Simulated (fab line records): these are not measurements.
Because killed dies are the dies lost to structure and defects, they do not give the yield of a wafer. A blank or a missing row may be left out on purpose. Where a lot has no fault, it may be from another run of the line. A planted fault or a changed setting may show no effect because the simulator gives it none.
Code-filled problem report in 8D (eight disciplines) form	flow n5_finfet	the parts of the form that need people (team, actions taken, sign-off) are left out

## 1. THE ISSUE
At N5_PASSIVATION_VIA_ETCH_13, rf_fwd_power_W averages 804.4 W over 6 wafers from 2 lots, while fault-free wafers read 647.6 W, standard deviation 1.8. That is +87 standard deviations from the usual mean.
The step: etches SiO2 in CHF3/O2, target depth 660 nm, time 330 s.
Seen first at day 17 02:25 on rie_diel-01, wafer L660.2. The record has a number at this step for 30 wafers belonging to 10 lots. The rule behind "out" and "out of limits": a value lying over 4 standard deviations away from the usual mean. The rest of the wafers with a number are treated as sound.

## 2. WHAT IT IS, WHAT IT ISN'T
question	is	is not
which readings at this step	rf_fwd_power_W	CHF3_flow_sccm, drypump_motor_current_A, oes_product_au, showerhead_plenum_p_Torr, throttle_valve_pct
which lots	L660, L662	L644, L646, L647, L649, L651, L652, L664, L665
which wafers of those lots	all that have a number	-
read on which tools	rie_diel-01	rie_diel-03, rie_diel-06
when	from day 17 02:25	up to then (18 sound wafers); but 6 sound wafers of L664, L665 came after

## 3. WHAT RULES OUT EACH SUSPECT
Counting: any tool at a process step up to the reading is kept as a suspect provided that every lot that is out went through it and no sound lot did after the first of them.
- rie_diel-01 at N5_PASSIVATION_VIA_ETCH_13 (etches SiO2 in CHF3/O2, target depth 660 nm, time 330 s): kept. All lots that are out passed through it, beginning with L660 at day 17 02:25, and no sound lot followed; its final sound lot before that point was L652 at day 14 10:36. Out on those wafers are its own readings of rf_fwd_power_W.
Remaining after the count: rie_diel-01 at N5_PASSIVATION_VIA_ETCH_13.

## 4. THE CAUSE (what the simulator had put in)
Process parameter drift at N5_PASSIVATION_VIA_ETCH_13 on rie_diel-01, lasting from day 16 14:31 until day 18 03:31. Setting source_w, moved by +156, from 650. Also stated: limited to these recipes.
After counting, this tool was the only one left.

## 5. THE CHAIN OF EFFECTS, in route order
Each row: a reading whose mean over the struck wafers that have a number lies more than 3 standard deviations from the usual. Readings are gone through only where the record gives a usual standard deviation; hours: the median, over the lots, of the time from a lot's start at the first step in this table giving one to that lot's start at this step; sigmas: the change measured in usual standard deviations.
hours	step	reading	usual	on struck wafers	change	sigmas
0	N5_PASSIVATION_VIA_ETCH_13	rf_fwd_power_W	647.6 W	804.4	+156.8	+87
0	N5_PASSIVATION_VIA_ETCH_13	rf_vpp_V	521 V	464	-57	-3.6
The process steps in it:
- N5_PASSIVATION_VIA_ETCH_13: etches SiO2 in CHF3/O2, target depth 660 nm, time 330 s.

## 6. HOW IT WOULD HAVE BEEN CAUGHT EARLIER
First out-of-limits reading in this record: day 17 02:25, which is 12 hours after fault onset at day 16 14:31.
